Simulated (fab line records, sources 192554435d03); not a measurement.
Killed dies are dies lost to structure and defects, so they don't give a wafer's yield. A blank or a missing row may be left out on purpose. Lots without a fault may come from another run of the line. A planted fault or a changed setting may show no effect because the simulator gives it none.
A struck lot beside a sound one | flow n5_finfet | 16 steps out of a route of 1938
Sound: wafers L631.1, L631.2, L631.6. Struck: wafers L625.2, L625.3, L625.6. The cause comes at the end.
At each step with rows: each side's tool, then ch and its chambers, then its first start. Under that, the readings that differ: sound wafers | struck wafers | difference of the means | sigmas: that difference in standard deviations of wafers without a fault.
alike: readings whose means differ by less than 2 such deviations, and words and numbers that are the same on both sides. not compared: withheld readings, readings that some wafer has no value for, bounds like >300 that may hide the same value, and numbers for which the record gives no deviation and whose values overlap.
The two part at a step that has a row with sigmas, a row that says differs or no value, or rows on one side only. Numbers that don't overlap but have no deviation are shown without sigmas and don't part them. A reading that every wafer of one side lacks parts them only if that side has two wafers or more.

first, 9 steps without rows for these wafers: N5_BEOL_M2_COAT_05 (resist thk 30 nm); N5_BEOL_M2_EBR_07; N5_BEOL_M2_SOFTBAKE_06 (time 60 s); N5_BEOL_M2_EXPOSE_08 (exposes mask M2); N5_BEOL_M2_PEB_09 (peb time 60 s); N5_BEOL_M2_DEVELOP_10 (develop time 30 s); N5_BEOL_M2_DESCUM_16 (chemistry O2, time 7 s); N5_BEOL_M2_ETCH_74 (etches underlayer in N2/H2, target depth 6.5 nm, time 5.2 s); N5_BEOL_M2_ETCH_63 (etches SiARC in CF4, target depth 15.6 nm, time 26 s).
N5_BEOL_M2_ETCH_64: etches SOC in N2/H2, target depth 75 nm, overetch 22.5 nm, time 121.9 s.
  sound on rie_diel-01 ch 0,1,3, day 12 03:18; struck on rie_diel-02 ch 0,3, day 10 10:50
  reading                                    | sound             | struck            | difference | sigmas
  rf_fwd_power_W (W)                         | 834.4 829.1 837.3 | 635.1 634.1 632.7 | -199.6     | -77
  rf_vpp_V (V)                               | 527.0 520.8 529.1 | 575.4 573.9 575.5 | +49.3      | +22
  model.SiARC_of_BEOL_M2_COAT_62.thk_nm (nm) | 6.2 6.4 6.4       | 7.2 7.2 7.2       | +0.9       |
  alike: drypump_motor_current_A, oes_product_au, showerhead_plenum_p_Torr, throttle_valve_pct
  not compared: rf_hours_counter_h, model.BEOL_M2.cd_offset_nm
then, 3 steps without rows for these wafers: N5_BEOL_M2_STRIP_65 (strips in N2/H2); N5_BEOL_M2_STRIP_75 (strips in N2/H2); N5_BEOL_M2_STRIP_66 (strips in CF4).
N5_BEOL_M2_HM_OPEN_17: chemistry Cl2/BCl3, target TiN, target depth 20 nm, overetch 6 nm.
  sound on rie_metal-01 ch 0,1, day 12 03:28; struck on rie_metal-03 ch 0,1, day 10 11:00
  reading                         | sound      | struck         | difference | sigmas
  model.BEOL_M2.cd_offset_nm (nm) | -0.2 0 0.4 | -0.4 -0.4 -0.8 | -0.6       |
  alike: bcl3_flow_sccm, drypump_motor_current_A, oes_product_au, throttle_valve_pct
  not compared: rf_hours_counter_h
then, 1 step without rows for these wafers: N5_BEOL_M2_STRIP_19 (strips in O2).
N5_BEOL_M4_RC_MEAS_101:
  sound on prober-02 ch 0, day 13 19:26; struck on prober-02 ch 0, day 12 03:19
  alike: DIBL_N, DIBL_P, IOFF_N, IOFF_P, ION_N, ION_P, SS_N, SS_P, VT_N, VT_P

WHERE THEY PART
Only at N5_BEOL_M2_ETCH_64, within this record. Later steps at which nothing parts them and some readings are alike: N5_BEOL_M2_HM_OPEN_17, N5_BEOL_M4_RC_MEAS_101.

WHY: what the simulator had put in
Process parameter drift: rie_diel-02, from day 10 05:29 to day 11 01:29, at N5_BEOL_M2_ETCH_64. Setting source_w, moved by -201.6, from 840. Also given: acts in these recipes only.
